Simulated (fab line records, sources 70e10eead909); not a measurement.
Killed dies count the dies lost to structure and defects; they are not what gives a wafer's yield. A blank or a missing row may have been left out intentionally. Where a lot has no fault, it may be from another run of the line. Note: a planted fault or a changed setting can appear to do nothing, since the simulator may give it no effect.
fab line records	flow nand-harc
record lots=14	wafers=38	last-day=24
route steps=1159 shown A_CHANNEL_FILL_D1@494 END@1159
lots with no fault: from the same line, run without faults
start-h: the number of hours between the record's first day and the start of the first shown wafer of the lot	wait-h: hours from the lot's prior step to this one	" the same as in the row above	L1.1+2: several wafers, shown together as one row	- no value, or no start given	* or withheld: withheld	< > ~ a bound
route shown NAME@n: names a module that has steps shown in the file, with the first one's number in the route	usual: mean/standard deviation of fault-free wafers	same: alike in all rows	chamber/n: place in a boat	sites: per-site readings	_std_site: their standard deviation	_edge_site: the outer-site mean with the inner-site mean subtracted	radius-mm: for every site, how far away it sits from the centre of the wafer	mask NAME#n: copy n	behind: tool/chamber where the wafer was last shaped	hold: why the lot was held/for how many hours/how that ended	device: the n, p or np transistor that did not switch	end of line: at the end of the route, the tests of the same wafers	for a step that has no rows: nothing shown but its recipe	killed: not the wafer's yield, but the dies lost to structure and defects at the first sort	map: shows each die of a wafer: x if killed, . if not, _ if none is there
set.NAME: the setting as run; set.NAME@STEP: as run at that earlier step	model.NAME: the simulator's own value behind a step, which no gauge read
the route's steps for a sample of lots (tables are steps, rows are wafers)
services: from which hour (start-h, from the record's first day; less than 0 if before it) a tool's chamber was out of use, for how many hours, and why
## steps
# step NHARC_A_CHANNEL_FILL_D1_ALD_14
# recipe target-thk-a=25	pulse-time-s=10	ald-cycles=25	temp-c=300	material=SiO2
# usual ald-cycles=25/0	heater-power-w=493/66	precursor-pulse-height-rel=0.999/0.02	susceptor-temp-C=300.02/0.2
lot.wafer	tool	chamber	start-h	wait-h	ald-cycles	heater-power-w	precursor-pulse-height-rel	susceptor-temp-C
L276.1	ald-hk-04	0	185.80	0.1	25	452	1.012	299.88
L276.4	"	1	"	"	25	569	1.031	300.18
L276.6	"	1	"	"	25	561	0.963	300.25
L277.4	ald-hk-01	2	185.84	0.1	25	442	1.004	300.17
L277.3	"	0	"	"	25	431	0.994	300.24
L277.6	"	1	"	"	25	558	1.013	300.00
L279.3	ald-hk-02	2	205.89	0.3	25	419	1.046	300.04
L279.4	"	3	"	"	25	469	0.979	299.90
L279.1	"	1	"	"	25	390	0.984	299.74
L281.1	ald-hk-01	3	221.08	0.4	25	596	0.993	299.74
L281.6	"	0	"	"	25	440	1.002	299.77
L281.5	"	1	"	"	25	576	0.961	300.02
L280.4	ald-hk-01	1	221.26	0.6	25	570	0.981	299.72
L280.6	"	3	"	"	25	611	1.005	300.14
L280.5	"	0	"	"	25	437	1.005	299.81
L282.2	ald-hk-02	1	227.56	0.0	25	399	0.968	300.15
L282.4	"	3	"	"	25	492	1.008	299.94
L282.3	"	0	"	"	25	472	1.039	299.67
L283.1	ald-hk-04	3	238.42	2.8	25	515	1.005	300.06
L283.5	"	3	"	"	25	518	0.998	299.85
L283.6	"	0	"	"	25	493	0.995	300.60
L286.2	ald-hk-01	1	245.22	0.0	25	542	1.008	300.25
L286.4	"	2	"	"	25	447	1.025	300.20
L286.3	"	0	"	"	25	467	0.978	299.77
L290.2	ald-hk-01	2	277.92	0.7	28	444	1.010	300.19
L290.4	"	3	"	"	25	596	0.992	300.21
L290.1	"	1	"	"	25	570	0.969	300.13
L291.2	ald-hk-01	1	280.41	0.1	28	570	0.997	299.87
L291.4	"	3	"	"	25	599	0.979	300.08
L292.3	ald-hk-01	3	288.79	0.1	28	586	1.002	-
L292.1	"	1	"	"	25	575	0.977	-
L295.4	ald-hk-02	1	297.04	0.1	25	391	1.043	300.10
L295.1	"	2	"	"	25	397	1.046	299.71
L295.6	"	3	"	"	25	463	1.015	299.77
L294.1	ald-hk-01	3	297.08	0.2	25	615	0.988	300.09
L297.3	ald-hk-02	1	312.21	0.0	25	383	1.001	300.13
L297.6	"	1	"	"	25	380	0.977	299.92
L297.5	"	2	"	"	25	406	1.016	299.65
# step NHARC_A_CHANNEL_FILL_D1_ALD_15
# recipe target-thk-a=20	pulse-time-s=60	ald-cycles=19	temp-c=630	pressure-torr=2	material=SiNx
# usual ald-cycles=19/0	precursor-pulse-height-rel=1.001/0.022	susceptor-temp-C=629.9/0.31
lot.wafer	tool	chamber	start-h	wait-h	ald-cycles	precursor-pulse-height-rel	susceptor-temp-C
L276.1	ald-sin-batch-01	0	-	-	19	1.025	630.0
L276.4	"	0	"	"	19	1.028	630.5
L276.6	"	0	"	"	19	1.020	630.2
L277.3	ald-sin-batch-01	0	-	-	19	0.983	629.7
L277.4	"	0	"	"	19	0.974	630.1
L277.6	"	0	"	"	19	0.979	630.1
L279.1	ald-sin-batch-03	0	-	-	19	0.955	629.7
L279.3	"	0	"	"	19	0.981	629.6
L279.4	"	0	"	"	19	0.968	630.0
L280.4	ald-sin-batch-03	0	-	-	19	1.004	629.8
L280.5	"	0	"	"	19	0.989	629.8
L280.6	"	0	"	"	19	1.028	629.5
L281.1	ald-sin-batch-03	0	-	-	19	0.995	629.6
L281.5	"	0	"	"	19	1.010	629.6
L281.6	"	0	"	"	19	1.019	629.9
L282.2	ald-sin-batch-01	0	-	-	19	0.979	630.0
L282.3	"	0	"	"	19	1.020	629.6
L282.4	"	0	"	"	19	0.984	629.9
L283.1	ald-sin-batch-01	0	-	-	19	0.993	630.1
L283.5	"	0	"	"	19	0.973	629.9
L283.6	"	0	"	"	19	1.008	629.7
L286.2	ald-sin-batch-03	0	248.56	3.3	19	1.024	-
L286.3	"	0	"	"	19	1.006	-
L286.4	"	0	"	"	19	1.001	-
L290.1	ald-sin-batch-02	0	-	-	19	0.976	630.1
L290.2	"	0	"	"	19	1.013	630.7
L290.4	"	0	"	"	19	1.032	630.2
L291.2	ald-sin-batch-02	0	-	-	19	0.987	629.8
L291.4	"	0	"	"	19	0.976	629.5
L292.1	ald-sin-batch-01	0	-	-	19	1.059	629.4
L292.3	"	0	"	"	19	0.983	629.7
L294.1	ald-sin-batch-01	0	-	-	19	1.013	630.3
L295.1	ald-sin-batch-01	0	-	-	19	1.018	629.5
L295.4	"	0	"	"	19	1.017	630.1
L295.6	"	0	"	"	19	1.010	629.6
L297.3	ald-sin-batch-01	0	-	-	19	1.001	629.9
L297.5	"	0	"	"	19	1.005	629.9
L297.6	"	0	"	"	19	1.003	629.9
# step NHARC_A_CHANNEL_FILL_D1_ALD_25
# recipe target-thk-a=600	pulse-time-s=10	ald-cycles=600	temp-c=300	material=SiOx
# usual ald-cycles=600/0	heater-power-w=490/59	precursor-pulse-height-rel=1.000/0.019	susceptor-temp-C=300.00/0.2
lot.wafer	tool	chamber	start-h	wait-h	ald-cycles	heater-power-w	precursor-pulse-height-rel	susceptor-temp-C
L277.4	ald-hk-01	2	218.06	1.3	600	446	1.009	300.01
L277.3	"	3	"	"	600	606	1.003	300.49
L277.6	"	1	219.92	3.1	600	565	1.011	299.76
L276.1	ald-hk-02	0	219.26	2.5	600	461	0.997	300.01
L276.4	"	1	220.48	3.7	600	401	1.010	300.07
L276.6	"	3	222.92	6.1	600	496	0.988	300.22
L279.4	ald-hk-02	0	235.12	0.7	600	463	0.993	299.56
L279.1	"	1	"	"	600	401	1.014	300.05
L279.3	"	2	"	"	600	411	1.010	299.89
L280.4	ald-hk-02	1	251.13	1.3	600	394	1.028	300.16
L280.6	"	3	252.35	2.5	600	481	0.986	300.06
L280.5	"	0	"	"	600	461	0.960	299.89
L281.1	ald-hk-04	2	251.14	1.3	600	499	0.996	299.82
L281.5	"	0	252.39	2.6	600	494	1.000	299.83
L281.6	"	1	"	"	600	585	1.006	299.91
L282.2	ald-hk-04	2	256.68	0.1	600	506	0.962	299.98
L282.4	"	3	"	"	600	519	1.023	300.32
L282.3	"	1	258.50	1.9	600	583	1.025	300.09
L283.1	ald-hk-02	3	267.16	0.1	600	504	1.012	300.05
L283.6	"	3	269.63	2.5	600	493	1.013	299.85
L283.5	"	0	"	"	600	468	1.001	300.31
L286.4	ald-hk-04	0	277.74	1.2	600	480	1.012	299.94
L286.3	"	1	"	"	600	592	0.988	299.83
L286.2	"	2	"	"	600	497	0.980	299.72
L291.4	ald-hk-01	1	307.10	0.1	600	567	1.011	300.06
L291.2	"	3	308.32	1.3	600	591	0.972	299.83
L290.4	ald-hk-04	1	307.71	0.7	600	577	1.002	300.18
L290.2	"	2	"	"	600	505	0.983	300.01
L290.1	"	3	"	"	600	516	0.981	299.98
L292.1	ald-hk-04	0	319.16	0.7	600	480	1.015	300.50
L292.3	"	2	320.40	1.9	600	497	1.019	299.89
L294.1	ald-hk-04	1	331.56	0.7	600	591	1.001	299.74
L295.4	ald-hk-04	2	335.21	4.3	600	508	0.990	299.87
L295.1	"	0	336.47	5.6	600	491	0.998	299.96
L295.6	"	2	337.72	6.8	600	500	1.016	299.81
L297.3	ald-hk-04	3	349.51	5.5	600	515	1.010	299.99
L297.6	"	2	351.36	7.3	600	498	1.018	299.79
L297.5	"	3	"	"	600	519	1.041	300.40
# step NHARC_A_CHANNEL_FILL_D1_ETCHBACK_08
# recipe target-depth-a=2200	time-s=110	c4f8-flow-sccm=20	ar-flow-sccm=withheld	rf-w=600	bias-w=300	chemistry=C4F8
# usual oes-product-au=0.95/0.039	rf-vpp-V=441.8/2.7
lot.wafer	tool	chamber	start-h	wait-h	oes-product-au	rf-hours-counter-h	rf-vpp-V
L277.3	rie-diel-04	3	-	-	0.92	4	442.3
L277.4	"	0	"	"	0.93	-	442.9
L277.6	"	1	"	"	0.93	-	438.7
L276.1	rie-diel-04	3	-	-	0.91	4	441.0
L276.4	"	3	"	"	0.92	-	440.9
L276.6	"	1	"	"	0.93	-	436.8
L279.4	rie-diel-04	3	-	-	1.00	5	441.3
L279.1	"	0	"	"	1.01	4	442.8
L279.3	"	1	"	"	1.00	4	435.8
L280.4	rie-diel-10	3	-	-	0.92	1	443.6
L280.6	"	3	"	"	0.92	-	443.5
L280.5	"	0	"	"	0.90	-	441.7
L281.1	rie-diel-11	1	-	-	1.00	10	443.0
L281.5	"	2	"	"	1.00	-	444.0
L281.6	"	3	"	"	0.99	-	441.2
L282.3	rie-diel-10	0	-	-	0.96	2	442.0
L282.2	"	1	"	"	0.98	2	445.0
L282.4	"	3	"	"	0.98	2	443.0
L283.1	rie-diel-04	1	-	-	0.92	5	436.3
L283.6	"	1	"	"	0.93	-	436.6
L283.5	"	0	"	"	0.93	-	442.3
L286.3	rie-diel-10	0	-	-	0.98	2	441.9
L286.4	"	1	"	"	1.00	2	445.2
L286.2	"	3	"	"	0.99	2	443.9
L291.2	rie-diel-10	2	-	-	0.93	3	439.7
L291.4	"	3	"	"	0.91	3	443.4
L290.2	rie-diel-04	2	-	-	1.01	1	444.6
L290.4	"	3	"	"	0.99	0	440.3
L290.1	"	1	"	"	1.01	1	436.0
L292.3	rie-diel-04	0	-	-	0.93	1	443.3
L292.1	"	3	"	"	0.92	1	440.8
L294.1	rie-diel-04	0	-	-	0.93	1	443.1
L295.4	rie-diel-10	1	-	-	0.91	4	444.4
L295.1	"	2	"	"	0.92	4	441.2
L295.6	"	0	"	"	0.91	-	441.8
L297.3	rie-diel-04	3	-	-	0.98	2	439.3
L297.6	"	1	"	"	1.00	-	437.4
L297.5	"	2	"	"	1.00	-	444.0
# step NHARC_END_SORT_01
# recipe temp-c=25
# usual killed-at-array=29/13	killed-at-other=0.7/1	killed-at-periphery=3.2/2.3	killed-dies=33/13	killed-open=3.3/1.7	killed-short=2.0/1.5
# same gross-dies=677
lot.wafer	tool	chamber	start-h	wait-h	killed-at-array	killed-at-other	killed-at-periphery	killed-dies	killed-open	killed-short
L286.2	prober-01	0	506.48	2.8	30	2	8	40	3	3
# killed by level:class
L286.2 A_STAIRCASE:chamber-film-flake=7 A_CHANNEL_HOLE_D1:chamber-film-flake=4 A_WL_FILL:chamber-film-flake=4 A_BLC:chamber-film-flake=4 P_ZERO_WELL:chamber-film-flake=3 P_CONTACT:chamber-film-flake=3 A_BONDPAD:chamber-film-flake=3 P_M1:chamber-film-flake=2
## services
tool	chamber	start-h	hours	kind
rie-diel-10	-	176.50	9.0	pm
ald-hk-04	0	186.03	10.0	vent-cycle
ald-hk-04	2	186.03	10.0	vent-cycle
ald-hk-04	3	186.03	10.0	vent-cycle
rie-diel-04	-	186.45	3.6	repair
rie-diel-11	-	190.06	9.0	pm
ald-hk-04	0	196.03	-	clean
ald-hk-04	1	196.03	-	clean
ald-hk-04	2	196.03	-	clean
ald-sin-batch-03	-	210.82	2.5	repair
rie-diel-10	-	219.34	0.7	repair
rie-diel-04	2	219.62	17.1	repair
rie-diel-11	3	226.09	2.5	repair
rie-diel-11	2	226.40	2.0	repair
rie-diel-11	0	229.34	2.6	repair
ald-hk-01	-	231.04	10.0	pm
ald-hk-01	-	256.30	0.9	repair
rie-diel-04	3	266.83	8.2	repair
rie-diel-10	3	268.01	5.5	repair
rie-diel-11	-	275.80	0.7	repair
rie-diel-04	-	288.90	9.0	pm
ald-sin-batch-03	-	314.00	26.0	pm
rie-diel-11	2	350.98	16.6	repair
rie-diel-10	-	353.50	9.0	pm
## key
first-sign step=NHARC_A_CHANNEL_FILL_D1_ALD_14	reading=ald-cycles	direction=up	sigmas=99+	usual=25	struck=28
effect none on later readings
met-at NHARC_A_CHANNEL_FILL_D1_ALD_14
struck-lots L290,L291,L292
struck-wafers L290.2,L291.2,L292.3
tester-left-out L290,L291,L292
not-acting-at NHARC_A_CHANNEL_FILL_D1_ALD_15,NHARC_A_CHANNEL_FILL_D1_ALD_25,NHARC_A_CHANNEL_FILL_D1_ETCHBACK_08
onset-between 245.22 277.92
fault kind=process-parameter-drift	tool=ald-hk-01	chamber=-	onset-h=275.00	steps=NHARC_A_CHANNEL_FILL_D1_ALD_14	channel=ald-cycles	offset=3	shape=step	end-h=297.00	scope=struck-wafers-only	acts-in=these-recipes-only	stated=25
# tester-left-out: of these lots the tester's yield and bins aren't shown, on N5 and GAA mostly nor the transistor test; their killed dies are dies lost to structure and defects alone, not to doping, threshold or leakage, so they don't give the yield
